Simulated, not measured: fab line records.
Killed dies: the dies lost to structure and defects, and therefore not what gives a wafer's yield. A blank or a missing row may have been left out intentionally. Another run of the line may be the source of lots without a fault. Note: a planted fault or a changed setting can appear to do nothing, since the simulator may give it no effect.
fab line records	flow n5Finfet
[record] lots = 6	wafers = 18	lastDay = 17
route steps=1938 shown BEOL_M2@919 BEOL_M3@931 BEOL_M4@1111 PASSIVATION@1936
lots untouched by any fault: they come from a run of this same line in which no faults occurred
startH: start of the lot's first displayed wafer, in hours after the record's first day	waitH: how many hours have passed since the lot's step before this one	" as in the row above	L1.1+2: a row that stands for several wafers	- no value, or no start given	* or withheld: withheld	< > ~ a bound
route shown NAME@n: a module of which the file shows steps, and the number in the route of the first	usual: mean/standard deviation taken from wafers without a fault	same: alike in all rows	chamber/n: place in a boat	sites: per-site readings	_std_site: standard deviation across them	_edge_site: the outer-site mean with the inner-site mean subtracted	radiusMm: for every site, how far away it sits from the centre of the wafer	mask NAME#n: copy n	behind: the most recent tool/chamber to have shaped the wafer	hold: why the lot was held/for how many hours/how that ended	device: whichever transistor did not switch (one of n, p or np)	end of line: at the end of the route, the tests of the same wafers	for a step that has no rows: nothing shown but its recipe	killed: the dies lost at the first sort to structure and to defects; this is not the yield of the wafer	map: a wafer's dies, x killed, . not, _ none there
set.NAME: setting as actually run; set.NAME@STEP: the setting as run at that earlier step	model.NAME: the simulator's own value behind a step, which no gauge read
a table for each step, a row for each wafer; lots at some steps of the route
services: from which hour (startH, from the record's first day; less than 0 if before it) a tool's chamber was out of use, for how many hours, and why
[[steps]]
[step N5_BEOL_M2_ANNEAL_95]
[recipe] tempC = 400	timeS = 240	ambient = vacuum
[step N5_BEOL_M2_SPUTTER_96]
[recipe] material = Cu	targetThkA = 45	tempC = -20	chamberPressurePa = 0.07	powerW = withheld	timeS = 8.29
[usual] substrateTempC = -20.00/0.1	susceptorTempC = -20.00/0.1	throttleValvePct = 29.6/0.86
lot.wafer	tool	chamber	startH	waitH	substrateTempC	susceptorTempC	throttleValvePct
L578.1	pvdSputter-01	-	147.75	0.1	-19.97	-20.13	29.1
L578.3	"	-	"	"	-20.10	-20.23	29.4
L578.4	"	-	"	"	-19.95	-19.69	29.8
L577.2	pvdSputter-02	-	167.77	0.1	-19.85	-19.96	30.4
L577.4	"	-	"	"	-20.00	-20.20	29.0
L577.6	"	-	"	"	-20.04	-19.87	30.6
L581.1	pvdSputter-01	-	173.14	0.1	-20.08	-19.97	27.6
L581.2	"	-	"	"	-19.95	-19.88	29.9
L581.3	"	-	"	"	-20.03	-20.01	29.3
L588.1	pvdSputter-01	-	212.83	0.1	-20.02	-19.97	29.1
L588.4	"	-	"	"	-20.00	-19.88	29.9
L588.5	"	-	"	"	-19.99	-19.89	29.8
L593.1	pvdSputter-01	-	244.63	0.1	-19.92	-20.12	29.7
L593.4	"	-	"	"	-20.04	-20.04	29.9
L593.6	"	-	"	"	-19.90	-19.95	29.3
L599.2	pvdSputter-02	-	276.50	0.1	-20.07	-19.91	30.6
L599.3	"	-	"	"	-20.11	-19.89	30.8
L599.5	"	-	"	"	-20.07	-20.12	30.7
[step N5_BEOL_M2_ECD_50]
[recipe] material = Cu	targetThkA = 3000
[step N5_BEOL_M2_ANNEAL_51]
[recipe] tempC = 225	timeS = 90	ambient = N2
[usual] wafer_temp_C_max = 225.9/0.37
lot.wafer	tool	chamber	startH	waitH	wafer_temp_C_max
L578.1	rtpAnneal-02	0	147.94	0.1	225.5
L578.3	"	0	"	"	225.4
L578.4	"	0	"	"	225.7
L577.2	rtpAnneal-02	0	168.03	0.1	225.8
L577.4	"	0	"	"	225.7
L577.6	"	0	"	"	226.0
L581.1	rtpAnneal-02	0	173.33	0.1	225.2
L581.2	"	0	"	"	225.4
L581.3	"	0	"	"	225.6
L588.1	rtpAnneal-01	0	213.03	0.1	225.9
L588.4	"	0	"	"	226.1
L588.5	"	0	"	"	226.0
L593.1	rtpAnneal-01	0	244.82	0.1	225.9
L593.4	"	0	"	"	226.0
L593.6	"	0	"	"	226.0
L599.2	rtpAnneal-02	0	276.74	0.1	225.5
L599.3	"	0	"	"	225.5
L599.5	"	0	"	"	225.5
[step N5_BEOL_M2_CMP_52]
[recipe] stopOn = SiOC	tOverpolishS = 6.8	downForcePsi = 1	platenRpm = 50	clearingPlatenDownForcePsi = 1.5	clearingPlatenRpm = 50	postCmpClean = cuAlkaline	targetThkNm = 40	clearingPlatenPadVelocityMS = 0.99484	padVelocityMS = 0.99484
[step N5_BEOL_M2_THK_MEAS_53]
[recipe] thkMeasGauge = xrf	reads = Cu_of_BEOL_M2_ECD_50
[usual] M2_THK = 40.5/2.2
lot.wafer	tool	chamber	startH	waitH	M2_THK[nm]
L578.1	filmMetro-01	-	148.53	-	38.6
L578.3	"	-	"	"	37.7
L578.4	"	-	"	"	40.5
L577.2	filmMetro-01	-	168.58	-	39.0
L577.4	"	-	"	"	40.6
L577.6	"	-	"	"	38.4
L581.1	filmMetro-02	-	173.95	-	41.6
L581.2	"	-	"	"	42.5
L581.3	"	-	"	"	45.6
L588.1	filmMetro-02	-	213.62	-	43.3
L588.4	"	-	"	"	38.7
L588.5	"	-	"	"	42.9
L593.1	filmMetro-01	-	245.41	-	40.4
L593.4	"	-	"	"	40.0
L593.6	"	-	"	"	39.2
L599.2	filmMetro-02	-	277.85	-	39.4
L599.3	"	-	"	"	39.0
L599.5	"	-	"	"	38.4
[step N5_BEOL_M2_PRE_CLEAN_60]
[recipe] gas = NH3/H2	timeS = 15	tempC = *	rfPowerW = 300
[usual] heaterPowerW = 85/6.8	susceptorTempC = *
lot.wafer	tool	chamber	startH	waitH	heaterPowerW	susceptorTempC
L578.1	cvdCo-02	2	148.59	0.1	69	*
L578.3	"	1	"	"	81	*
L578.4	"	0	"	"	84	*
L577.2	cvdCo-01	2	168.62	0.0	89	*
L577.4	"	2	"	"	91	*
L577.6	"	1	"	"	88	*
L581.1	cvdCo-01	0	174.03	0.1	94	*
L581.2	"	1	"	"	87	*
L581.3	"	2	"	"	90	*
L588.1	cvdCo-01	2	213.66	0.0	90	*
L588.4	"	2	"	"	91	*
L588.5	"	1	"	"	85	*
L593.1	cvdCo-01	0	245.54	0.1	94	*
L593.4	"	1	"	"	86	*
L593.6	"	2	"	"	90	*
L599.2	cvdCo-01	2	278.00	0.2	92	*
L599.3	"	0	"	"	94	*
L599.5	"	2	"	"	90	*
[step N5_BEOL_M2_CO_CAP_55]
[recipe] material = Co	targetThkA = 20	tempC = 200	precursor = CCTBA/H2	pressureTorr = 30	timeS = 102.1
[usual] heaterPowerW = 237/9.1	susceptorTempC = 199.99/0.14
lot.wafer	tool	chamber	startH	waitH	heaterPowerW	susceptorTempC
L578.1	cvdCo-02	2	148.63	0.0	220	200.07
L578.3	"	1	"	"	231	200.10
L578.4	"	0	"	"	242	200.27
L577.2	cvdCo-01	2	168.66	0.0	247	199.95
L577.4	"	2	"	"	244	199.96
L577.6	"	1	"	"	242	199.83
L581.1	cvdCo-01	0	174.07	0.0	244	200.12
L581.2	"	1	"	"	238	200.21
L581.3	"	2	"	"	241	200.17
L588.1	cvdCo-01	2	213.70	0.0	237	200.16
L588.4	"	2	"	"	240	200.13
L588.5	"	1	"	"	232	199.69
L593.1	cvdCo-01	0	245.58	0.0	246	200.06
L593.4	"	1	"	"	237	199.81
L593.6	"	2	"	"	244	200.19
L599.2	cvdCo-01	2	278.04	0.0	246	200.17
L599.3	"	0	"	"	248	200.01
L599.5	"	2	"	"	247	200.02
[step N5_BEOL_M2_PRE_CLEAN_56]
[recipe] gas = NH3	timeS = 15	tempC = withheld	rfPowerW = 300
[step N5_BEOL_M2_DEP_57]
[recipe] material = SiCN	targetThkA = 80	tempC = withheld	precursor = 3MS/NH3	pressureTorr = 3	rfW = 202	timeS = 14
[usual] showerheadPlenumPTorr = 3.667/0.017	throttleValvePct = 9.1/0.5
lot.wafer	tool	chamber	startH	waitH	showerheadPlenumPTorr	throttleValvePct
L578.1	pecvd-02	2	148.74	0.0	3.684	8.6
L578.3	"	1	"	"	3.670	9.6
L578.4	"	2	"	"	3.685	8.6
L577.2	pecvd-04	1	168.77	0.0	3.641	9.1
L577.4	"	2	"	"	3.652	9.4
L577.6	"	0	"	"	3.656	9.2
L581.1	pecvd-02	2	174.19	0.0	3.686	8.9
L581.2	"	1	"	"	3.670	9.5
L581.3	"	0	"	"	3.688	8.3
L588.1	pecvd-02	1	213.82	0.0	3.658	9.8
L588.4	"	2	"	"	3.673	8.6
L588.5	"	0	"	"	3.684	8.4
L593.1	pecvd-04	0	245.71	0.0	3.660	9.0
L593.4	"	1	"	"	3.636	9.6
L593.6	"	0	"	"	3.654	9.0
L599.2	pecvd-04	1	278.16	0.0	3.638	9.7
L599.3	"	2	"	"	3.657	10.1
L599.5	"	0	"	"	3.651	9.0
[step N5_BEOL_M2_RS_MEAS_58]
[recipe] thkMeasGauge = four-point-probe	reads = Co_of_BEOL_M2_CO_CAP_55+Cu_of_BEOL_M2_ECD_50+Co_of_BEOL_M2_CVD_47+TaN_of_BEOL_M2_ALD_84
[usual] M2_RS = 0.68/0.048
lot.wafer	tool	chamber	startH	waitH	M2_RS[ohm/sq]
L578.1	filmMetro-02	-	148.82	0.1	0.73
L578.3	"	-	"	"	0.75
L578.4	"	-	"	"	0.68
L577.2	filmMetro-01	-	168.84	0.1	0.71
L577.4	"	-	"	"	0.67
L577.6	"	-	"	"	0.73
L581.1	filmMetro-02	-	174.25	0.0	0.65
L581.2	"	-	"	"	0.63
L581.3	"	-	"	"	0.58
L588.1	filmMetro-01	-	213.88	0.0	0.62
L588.4	"	-	"	"	0.72
L588.5	"	-	"	"	0.63
L593.1	filmMetro-01	-	245.80	0.1	0.68
L593.4	"	-	"	"	0.68
L593.6	"	-	"	"	0.70
L599.2	filmMetro-01	-	278.23	0.1	0.68
L599.3	"	-	"	"	0.70
L599.5	"	-	"	"	0.71
[step N5_BEOL_M2_INSPECT_59]
[recipe] inspectInstrument = darkfield	mode = postDep
[usual] rawDefectCount = 79/27
lot.wafer	tool	chamber	startH	waitH	rawDefectCount
L578.1	defectInspect-01	-	148.85	0.0	51
L578.3	"	-	"	"	77
L578.4	"	-	"	"	55
L577.2	defectInspect-02	-	168.87	0.0	77
L577.4	"	-	"	"	90
L577.6	"	-	"	"	117
L581.1	defectInspect-01	-	174.28	0.0	54
L581.2	"	-	"	"	77
L581.3	"	-	"	"	74
L588.1	defectInspect-02	-	213.91	0.0	77
L588.4	"	-	"	"	45
L588.5	"	-	"	"	57
L593.1	defectInspect-01	-	245.82	0.0	45
L593.4	"	-	"	"	47
L593.6	"	-	"	"	79
L599.2	defectInspect-02	-	278.25	0.0	78
L599.3	"	-	"	"	114
L599.5	"	-	"	"	68
[step N5_BEOL_M3_ILD_DEP_00]
[recipe] material = SiOC	targetThkA = 790	tempC = 350	precursor = DEMS/O2	pressureTorr = 5	rfW = 500	timeS = 15.3
[usual] heaterPowerW = 491/87	showerheadPlenumPTorr = 5.694/0.018	susceptorTempC = 349.98/0.21	throttleValvePct = 12.2/0.6
lot.wafer	tool	chamber	startH	waitH	heaterPowerW	showerheadPlenumPTorr	susceptorTempC	throttleValvePct
L578.1	pecvd-04	1	148.89	0.0	385	5.665	350.17	12.4
L578.3	"	2	"	"	447	5.683	349.72	12.8
L578.4	"	0	"	"	688	5.681	349.79	12.0
L577.2	pecvd-03	0	168.90	0.0	427	5.706	349.78	12.2
L577.4	"	1	"	"	532	5.702	349.87	12.5
L577.6	"	0	"	"	434	5.705	350.18	12.5
L581.1	pecvd-04	2	174.32	0.0	434	5.689	349.85	12.8
L581.2	"	0	"	"	713	5.678	349.88	11.7
L581.3	"	1	"	"	436	5.680	349.99	12.6
L588.1	pecvd-04	1	213.95	0.0	359	5.667	350.06	12.8
L588.4	"	0	"	"	674	5.669	350.03	12.0
L588.5	"	2	"	"	430	5.687	349.84	12.9
L593.1	pecvd-03	1	245.86	0.0	499	5.718	350.06	12.4
L593.4	"	0	"	"	366	5.700	350.43	12.8
L593.6	"	0	"	"	363	5.698	350.29	12.4
L599.2	pecvd-03	0	278.29	0.0	366	5.721	350.15	12.4
L599.3	"	2	"	"	570	5.688	349.97	10.4
L599.5	"	1	"	"	472	5.698	350.12	12.2
[step N5_BEOL_M3_THK_MEAS_01]
[recipe] reads = SiOC_of_BEOL_M3_ILD_DEP_00
[usual] M3_ILD_THK = 78.7/1.3
lot.wafer	tool	chamber	startH	waitH	M3_ILD_THK[nm]
L578.1	filmMetro-02	-	148.95	0.0	78.0
L578.3	"	-	"	"	76.4
L578.4	"	-	"	"	78.6
L577.2	filmMetro-01	-	168.97	0.1	78.3
L577.4	"	-	"	"	80.6
L577.6	"	-	"	"	79.7
L581.1	filmMetro-01	-	174.38	0.0	59.2
L581.2	"	-	"	"	61.3
L581.3	"	-	"	"	62.4
L588.1	filmMetro-01	-	214.01	0.0	60.7
L588.4	"	-	"	"	61.1
L588.5	"	-	"	"	60.5
L593.1	filmMetro-01	-	245.94	0.1	79.1
L593.4	"	-	"	"	78.8
L593.6	"	-	"	"	77.5
L599.2	filmMetro-01	-	278.36	0.1	77.9
L599.3	"	-	"	"	78.6
L599.5	"	-	"	"	80.5
[step N5_BEOL_M3_PECVD_72]
[recipe] material = SiO2	targetThkA = 160	tempC = 400	precursor = TEOS/O2	pressureTorr = 5.5	rfW = 450	teosFlowSccm = 53.8	gas = O2	flowSccm = 3000	timeS = 18
[step N5_BEOL_M4_RC_MEAS_101]
[usual] DIBL_N = 36.9/2.1	DIBL_P = 37.1/2.5	IOFF_N = 0.17/0.039	IOFF_P = 0.23/0.043	ION_N = 673/15	ION_P = 462/9.1	SS_N = 71.8/0.69	SS_P = 73.6/0.74	VT_N = 250/3.6	VT_P = -249.7/2.9
lot.wafer	tool	chamber	startH	waitH	DIBL_N[mV/V]	DIBL_P[mV/V]	IOFF_N[nA/um]	IOFF_P[nA/um]	ION_N[uA/um]	ION_P[uA/um]	SS_N[mV/dec]	SS_P[mV/dec]	VT_N[mV]	VT_P[mV]
L578.1	prober-02	0	177.68	0.0	38.0	38.5	0.19	0.26	676	470	72.5	74.5	248	-245.8
L578.3	"	0	"	"	34.6	34.4	0.13	0.18	653	447	71.3	73.0	254	-249.8
L578.4	"	0	"	"	35.9	38.0	0.17	0.25	668	464	71.7	73.8	251	-246.4
L577.2	prober-01	0	185.74	0.2	36.8	37.2	0.15	0.17	656	444	71.6	72.9	253	-253.3
L577.4	"	0	"	"	35.9	36.2	0.14	0.17	670	448	71.2	72.6	253	-256.1
L577.6	"	0	"	"	37.9	38.3	0.18	0.20	670	457	71.5	73.4	250	-251.9
L581.1	prober-02	0	197.47	0.0	38.4	39.1	0.20	0.26	690	470	72.4	74.5	250	-250.4
L581.2	"	0	"	"	35.2	35.7	0.16	0.21	691	471	71.2	73.7	251	-251.3
L581.3	"	0	"	"	37.5	37.1	0.19	0.22	675	454	72.3	74.0	250	-252.9
L588.1	prober-01	0	241.76	0.0	37.3	37.2	0.17	0.24	664	458	72.1	73.9	249	-249.1
L588.4	"	0	"	"	36.7	35.8	0.16	0.23	668	461	71.4	73.7	253	-248.0
L588.5	"	0	"	"	34.3	33.6	0.13	0.18	650	452	71.6	73.0	256	-253.1
L593.1	prober-01	0	272.38	0.0	35.6	33.3	0.11	0.16	637	440	71.7	72.4	257	-256.5
L593.4	"	0	"	"	40.6	42.5	0.23	0.30	701	477	72.6	74.8	246	-244.5
L593.6	"	0	"	"	37.4	37.2	0.16	0.21	679	461	71.4	73.2	250	-250.5
L599.2	prober-02	0	302.25	0.2	33.7	33.2	0.11	0.17	641	446	70.5	72.0	255	-254.4
L599.3	"	0	"	"	33.9	32.4	0.12	0.16	660	451	71.4	72.4	251	-255.9
L599.5	"	0	"	"	36.3	35.9	0.15	0.20	657	453	71.7	73.6	252	-250.6
[step N5_PASSIVATION_PROBE_49]
[usual] defectLimitedYield = 91.3/1.4	killed_at_M0_to_M3 = 32/9.5	killed_at_M4_up = 14/5.2	killedAtContacts = 13/5.7	killedAtFrontEnd = 41/12	killedAtOther = 3.5/2.6	killedDies = 103/17	killedOpen = 68/14	killedShort = 32/7	sort_bin_5_function = 5.0/0.91	sort_bin_6_memory = 3.3/0.7	sort_bin_8_speed = 0.03/0.22	sortNPass = 1076/17	sortYieldPct = 91.2/1.4
[same] grossDies = 1180	killedAtBackSide = 0	sort_bin_4_leakage[%] = 0
lot.wafer	tool	chamber	startH	waitH	defectLimitedYield[%]	killed_at_M0_to_M3	killed_at_M4_up	killedAtContacts	killedAtFrontEnd	killedAtOther	killedDies	killedOpen	killedShort	sort_bin_5_function[%]	sort_bin_6_memory[%]	sort_bin_8_speed[%]	sortNPass	sortYieldPct[%]
L581.1	prober-01	-	301.33	0.0	90.3	47	16	8	38	5	114	65	28	5.0	2.8	0	1066	90.3
L581.2	prober-01	-	301.38	0.1	90.9	58	9	7	30	3	107	69	22	5.5	2.4	0	1073	90.9
L581.3	prober-01	-	301.43	0.1	90.3	64	13	8	29	1	115	66	39	5.8	3.0	0	1065	90.3
L588.1	prober-01	-	342.37	0.0	90.3	25	11	15	53	10	114	80	28	5.8	3.3	0	1066	90.3
L588.4	prober-01	-	342.52	0.2	89.2	39	8	13	59	9	128	71	37	5.2	3.6	0	1052	89.2
L588.5	prober-01	-	342.57	0.2	89.4	27	22	10	60	6	125	72	35	5.4	3.4	0	1055	89.4
// killed by level:class
L581.1 BEOL_M3:areaDep=19 BEOL_M2:geometricParticle:open=9 FIN_SAQP:geometricParticle:open=8 STI_FIN_REVEAL:geometricParticle:open=6 GATE_CUT:geometricParticle:short=6 GATE_CUT:geometricParticle:open=6 MOL_CONTACT_COAG:geometricParticle:open=6 BEOL_M3:geometricParticle:open=5
L581.2 BEOL_M3:areaDep=13 STI_FIN_REVEAL:geometricParticle:open=12 BEOL_M3:geometricParticle:open=10 MOL_CONTACT_COAG:geometricParticle:open=7 BEOL_M0_SAQP:geometricParticle:short=7 BEOL_M2:geometricParticle:open=7 BEOL_M0_SAQP:geometricParticle:open=6 BEOL_M1:geometricParticle:open=6
L581.3 BEOL_M0_SAQP:geometricParticle:short=19 BEOL_M3:geometricParticle:open=12 BEOL_M0_SAQP:geometricParticle:open=9 BEOL_M0:geometricParticle:open=9 FIN_SAQP:geometricParticle:short=7 MOL_CONTACT_COAG:geometricParticle:open=7 BEOL_M4:geometricParticle:open=7 BEOL_M3:areaDep=7
L588.1 STI_FIN_REVEAL:geometricParticle:open=13 MOL_CONTACT_COAG:geometricParticle:open=13 FIN_SAQP:geometricParticle:open=10 FIN_SAQP:geometricParticle:short=6 BEOL_M0_SAQP:geometricParticle:open=5 BEOL_M4:geometricParticle:open=5 ILD0:geometricParticle:open=4 GATE_CUT:geometricParticle:short=4
L588.4 STI_FIN_REVEAL:geometricParticle:open=20 BEOL_M3:areaDep=17 MOL_CONTACT_COAG:geometricParticle:open=10 FIN_SAQP:geometricParticle:open=9 STI_FIN_REVEAL:geometricParticle:short=7 BEOL_M2:geometricParticle:open=7 ILD0:geometricParticle:short=5 FIN_SAQP:geometricParticle:short=4
L588.5 FIN_SAQP:geometricParticle:open=14 BEOL_M3:areaDep=11 GATE_CUT:geometricParticle:short=10 BEOL_M4:geometricParticle:open=9 MOL_CONTACT_COAG:geometricParticle:open=8 STI_FIN_REVEAL:geometricParticle:open=7 HKMG_FIN:areaEtch=7 FIN_SAQP:geometricParticle:short=6
[[services]]
tool	chamber	startH	hours	kind
pecvd-03	0	147.55	3.9	repair
cvdCo-02	0	178.70	4.6	repair
pecvd-03	1	189.52	2.1	scheduledDown
pecvd-03	-	205.77	3.3	repair
rtpAnneal-02	-	212.99	3.6	pm
pecvd-03	2	231.16	2.1	scheduledDown
pecvd-03	2	233.29	-	clean
pecvd-03	2	233.29	-	consumableReplace:showerhead
pecvd-03	2	233.29	29.0	scheduledDown
pecvd-03	2	233.29	29.0	ventCycle
pecvd-04	0	247.73	2.1	scheduledDown
cvdCo-02	-	261.61	0.6	repair
pecvd-02	2	262.76	15.1	repair
pecvd-02	-	268.90	14.6	pm
[[key]]
[firstSign] step = N5_BEOL_M3_THK_MEAS_01	reading = M3_ILD_THK	direction = down	sigmas = 14	usual = 78.7	struck = 60.9
effect none on later readings
metAt N5_BEOL_M3_ILD_DEP_00
struckWafers L581.1,L581.2,L581.3,L588.1,L588.4,L588.5
onsetBetween 148.89 174.32
alsoFits N5_BEOL_M2_DEP_57:pecvd-02
[fault] kind = siteProfileDrift	tool = pecvd-04	chamber = -	onsetH = 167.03	steps = N5_BEOL_M3_ILD_DEP_00	basis = fraction	maxAbsDrift = 0.50258	slopeSharePerHr = 111.68	sitePattern = 0,0,0,0,0,-1,-1,-1,-1
